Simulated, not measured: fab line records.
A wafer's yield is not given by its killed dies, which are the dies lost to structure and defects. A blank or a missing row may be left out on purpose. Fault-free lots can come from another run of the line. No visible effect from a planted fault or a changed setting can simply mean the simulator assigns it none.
Which tool is to blame?	flow nand harc	at 1 step of a route of 1302, 7 lots with 21 wafers sampled

## WHAT THE GAUGES SHOWED, per wafer
NHARC_P_GATE_CD_MEAS_11: the cd target is 1640 nm.
lot	measured	on	cd nm (nm)
L666	day 5 16:49	cd sem-02	1638.1 1644.2 1642.7
L670	day 7 09:13	cd sem-02	1643.9 1639.7 1645.0
L677	day 10 10:40	cd sem-03	1639.4 1637.3 1637.8
L679	day 10 23:36	cd sem-01	1641.2 1641.3 1643.5
L681	day 11 22:10	cd sem-02	1640.4 1638.4 1640.4
L683	day 12 17:40	cd sem-01	1640.1 1638.8 1641.8
L686	day 13 23:22	cd sem-02	1641.7 1640.1 1638.9

## WHICH TOOL RAN EACH LOT (tool, then ch and the chambers of the sampled wafers, then the start)
Record: no process step prior to these readings.

## THE ANSWER, worked out from the rows above alone
Rule: usual is defined by the lots themselves. Put in order of their means at a reading, lots are off if they are a third of the lots or fewer, leave a main group of 4 or more, and stand apart from it by a gap of 3 or more times the standard deviation of the main group's means; of several such gaps the widest counts. If all means in a main group match to the digits the tables above print for the reading, that group is not used. A lot without any number at a reading at which 4 lots or more have one is off too. Where the step has rows for the other lots, those lots are counted as sound.
No lot is off at any reading shown: from this, nothing can be told.

## WHAT THE SIMULATOR HAD INSERTED
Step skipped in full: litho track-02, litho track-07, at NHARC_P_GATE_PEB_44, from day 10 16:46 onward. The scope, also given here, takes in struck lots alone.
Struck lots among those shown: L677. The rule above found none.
